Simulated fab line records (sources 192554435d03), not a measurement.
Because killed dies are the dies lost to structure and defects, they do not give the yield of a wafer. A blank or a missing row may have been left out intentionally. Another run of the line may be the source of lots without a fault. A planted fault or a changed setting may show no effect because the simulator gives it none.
Split-lot experiment ; flow n5Finfet ; on a route of 1938 steps: 7 lots, 21 wafers read

## SPLIT DETAILS
At N5_BEOL_M12_TRENCH_ETCH_34 (etches SiOC in C4F8/O2/Ar, target depth 318.95 nm, time 125.5 s), the setting timeS was moved away from the recipe's 125.5 s on 5 of the 21 wafers read, by -17.5% to +21.2%. This setting was run at the recipe's value on the other wafers.

## FROM THE SPLIT TO THE READING: what the file shows between them, 7 steps
- N5_BEOL_M12_STRIP_70: strips in C4F8/O2/Ar
- N5_BEOL_M12_OCD_MEAS_35
- N5_BEOL_M12_SPUTTER_45: material Cu, target thk 80 nm, time 13.33 s (also split here: timeS)
- N5_BEOL_M12_ECD_47: material Cu, target thk 720 nm
- N5_BEOL_M12_ANNEAL_48: time 90 s
- N5_BEOL_M12_PRE_CLEAN_52: time 15 s
- N5_BEOL_M12_DEP_53: deposits SiCN from 3MS/NH3, target thk 30 nm, time 10.5 s

## THE READING
M12_RS in ohm/sq, measured at N5_BEOL_M12_RS_MEAS_54 by four-point-probe. Fault-free wafers of this fab line usually give 0.0600 ohm/sq, standard deviation 0.001 ohm/sq.

wafer;tool, chamber at the split;timeS as run, s;against the recipe;M12_RS, ohm/sq;against lot-mates on the recipe
L076.2;rieDiel-04, 3;125.5;recipe;0.0592;-
L076.3;rieDiel-04, 2;125.5;recipe;0.0617;-
L076.4;rieDiel-04, 0;125.5;recipe;0.0601;-
L078.1;rieDiel-04, 2;125.5;recipe;0.0607;-
L078.2;rieDiel-04, 1;125.5;recipe;0.0588;-
L078.5;rieDiel-04, 2;125.5;recipe;0.0603;-
L079.1;rieDiel-04, 0;125.5;recipe;0.0593;-
L079.3;rieDiel-04, 3;125.5;recipe;0.0589;-
L079.5;rieDiel-04, 3;152.1;+21.2%;0.0484;-0.0107
L080.3;rieDiel-05, 2;125.5;recipe;0.0613;-
L080.5;rieDiel-05, 2;103.6;-17.5%;0.0740;+0.0127
L080.6;rieDiel-05, 0;103.6;-17.5%;0.0734;+0.0121
L085.2;rieDiel-04, 3;125.5;recipe;0.0594;-
L085.4;rieDiel-04, 1;125.5;recipe;0.0589;-
L085.5;rieDiel-04, 2;125.5;recipe;0.0600;-
L087.1;rieDiel-01, 2;150.9;+20.2%;0.0500;-0.0111
L087.2;rieDiel-01, 0;125.5;recipe;0.0610;-
L087.6;rieDiel-01, 3;125.5;recipe;0.0612;-
L091.1;rieDiel-05, 3;105.9;-15.6%;0.0715;+0.0105
L091.2;rieDiel-05, 2;125.5;recipe;0.0619;-
L091.4;rieDiel-05, 0;125.5;recipe;0.0600;-

FIT RESULTS
A straight line over all 21 wafers: M12_RS changes by -0.000643 ohm/sq for each +1% of timeS; r = -0.98; the points scatter about the line by 0.0014 ohm/sq.
The same after taking each lot's own level away (the mean of its wafers on the recipe; 21 wafers): -0.000611 ohm/sq for each +1%; r = -0.99; scatter 0.00099 ohm/sq.
That fit puts the effect of the largest move of timeS on the reading at 0.013 ohm/sq.
The lots' own levels span 0.05910 to 0.06130 ohm/sq, that is 2.2 times the standard deviation above.
The two slopes agree, so the slope changes little with the lot-to-lot level.
Check: -0.0134 ohm/sq against its lot-mates is what the line predicts for one of the wafers moved furthest among these (+21.2%) when that wafer is left out of the fit. It came out at -0.0107 ohm/sq against them.

## OTHER SPLITS ON THESE WAFERS
Other splits were also applied to these wafers ahead of the reading. Each is held against what the fit with the lots' levels taken away leaves over:
other split on the same wafers;wafers away from the commonest value;r with M12_RS (lot level and that fit taken away)
N5_BEOL_M11_COAT_05 spinRpm;10;-0.37
N5_BEOL_M12_SPUTTER_45 timeS;8;-0.08

## THE WHOLE CHAIN: every reading that the file lists as answering this split, in the file's order
step;what it does;reading;change (the file's fit);r (the file's)
N5_BEOL_M12_TRENCH_ETCH_34;etches SiOC in C4F8/O2/Ar, target depth 318.95 nm, time 125.5 s;etch.depthNm (the simulator's own value, which no gauge read);+3.19 nm for each +1% of the setting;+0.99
N5_BEOL_M12_OCD_MEAS_35;;trenchDepthNm;+3.19 nm for each +1% of the setting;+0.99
N5_BEOL_M12_RS_MEAS_54;measures by four-point-probe;M12_RS;-0.000592 for each +1% of the setting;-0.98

## THE FILE'S OWN FIT
M12_RS changes by -0.000592 ohm/sq for each +1% of timeS, r = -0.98.
